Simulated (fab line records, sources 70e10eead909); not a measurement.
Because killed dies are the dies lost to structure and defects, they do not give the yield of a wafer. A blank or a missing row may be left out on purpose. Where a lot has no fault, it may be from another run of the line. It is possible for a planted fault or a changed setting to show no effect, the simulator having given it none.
Matching of chambers || flow nandHarc || pecvd-04 running NHARC_P_M1_DEP_33: 3 sister chambers
The step deposits SiCN, target thk 30 nm. 14 wafers are shown with their chamber, then 7 later ones without.

## EACH WAFER AND ITS CHAMBER
{"wafer": "L074.1", "chamber": 2, "heaterPowerOuterW (W)": 224, "heaterPowerW (W)": 480}
{"wafer": "L074.3", "chamber": 1, "heaterPowerOuterW (W)": 355, "heaterPowerW (W)": 605}
{"wafer": "L074.6", "chamber": 2, "heaterPowerOuterW (W)": 234, "heaterPowerW (W)": 487}
{"wafer": "L075.2", "chamber": 2, "heaterPowerOuterW (W)": 282, "heaterPowerW (W)": 580}
{"wafer": "L075.3", "chamber": 0, "heaterPowerOuterW (W)": 347, "heaterPowerW (W)": 607}
{"wafer": "L075.5", "chamber": 2, "heaterPowerOuterW (W)": 291, "heaterPowerW (W)": 562}
{"wafer": "L076.2", "chamber": 2, "heaterPowerOuterW (W)": 252, "heaterPowerW (W)": 502}
{"wafer": "L076.4", "chamber": 1, "heaterPowerOuterW (W)": 386, "heaterPowerW (W)": 660}
{"wafer": "L076.6", "chamber": 2, "heaterPowerOuterW (W)": 249, "heaterPowerW (W)": 520}
{"wafer": "L083.1", "chamber": 2, "heaterPowerOuterW (W)": 276, "heaterPowerW (W)": 527}
{"wafer": "L083.3", "chamber": 0, "heaterPowerOuterW (W)": 321, "heaterPowerW (W)": 556}
{"wafer": "L083.6", "chamber": 0, "heaterPowerOuterW (W)": 326, "heaterPowerW (W)": 549}
{"wafer": "L088.2", "chamber": 1, "heaterPowerOuterW (W)": 341, "heaterPowerW (W)": 616}
{"wafer": "L088.4", "chamber": 1, "heaterPowerOuterW (W)": 336, "heaterPowerW (W)": 619}

SIGNATURES (averages over the wafers above)
{"reading": "heaterPowerOuterW", "chamber 0": 331.33, "chamber 1": 354.50, "chamber 2": 258.29, "scatter within a chamber": 22.8}
{"reading": "heaterPowerW", "chamber 0": 570.67, "chamber 1": 625.00, "chamber 2": 522.57, "scatter within a chamber": 33.2}
Rule: distance of a wafer from a chamber = root of the sum over the readings of ((wafer's reading minus chamber's mean) / reading's scatter) squared. The wafer belongs to the nearest chamber; if the next one is less than 2 further off, it can't be placed. How the scatter is found: for the shown wafers, subtract from each reading the mean of its chamber, square and add these, divide the total by (wafers less chambers), then take the root.

## WAFERS WHOSE CHAMBER IS MISSING
{"wafer": "L088.5", "heaterPowerOuterW (W)": 304, "heaterPowerW (W)": 534}
{"wafer": "L090.2", "heaterPowerOuterW (W)": 302, "heaterPowerW (W)": 542}
{"wafer": "L090.5", "heaterPowerOuterW (W)": 305, "heaterPowerW (W)": 528}
{"wafer": "L090.6", "heaterPowerOuterW (W)": 405, "heaterPowerW (W)": 680}
{"wafer": "L095.1", "heaterPowerOuterW (W)": 417, "heaterPowerW (W)": 734}
{"wafer": "L095.3", "heaterPowerOuterW (W)": 274, "heaterPowerW (W)": 545}
{"wafer": "L095.4", "heaterPowerOuterW (W)": 427, "heaterPowerW (W)": 713}

## EACH ONE'S CHAMBER
{"wafer": "L088.5", "from the rows above": "can't be placed: 0 or 2 or 1", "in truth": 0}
{"wafer": "L090.2", "from the rows above": "can't be placed: 0 or 2 or 1", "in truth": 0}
{"wafer": "L090.5", "from the rows above": "can't be placed: 0 or 2 or 1", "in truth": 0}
{"wafer": "L090.6", "from the rows above": "can't be placed: 1 or 0", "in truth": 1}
{"wafer": "L095.1", "from the rows above": "can't be placed: 1 or 0", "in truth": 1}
{"wafer": "L095.3", "from the rows above": "can't be placed: 2 or 0", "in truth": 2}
{"wafer": "L095.4", "from the rows above": "can't be placed: 1 or 0", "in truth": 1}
Correct placement for 0 of the 7. Unplaceable from these rows: 7, with the true chamber sitting among the candidates in 7. Number placed wrongly: 0.
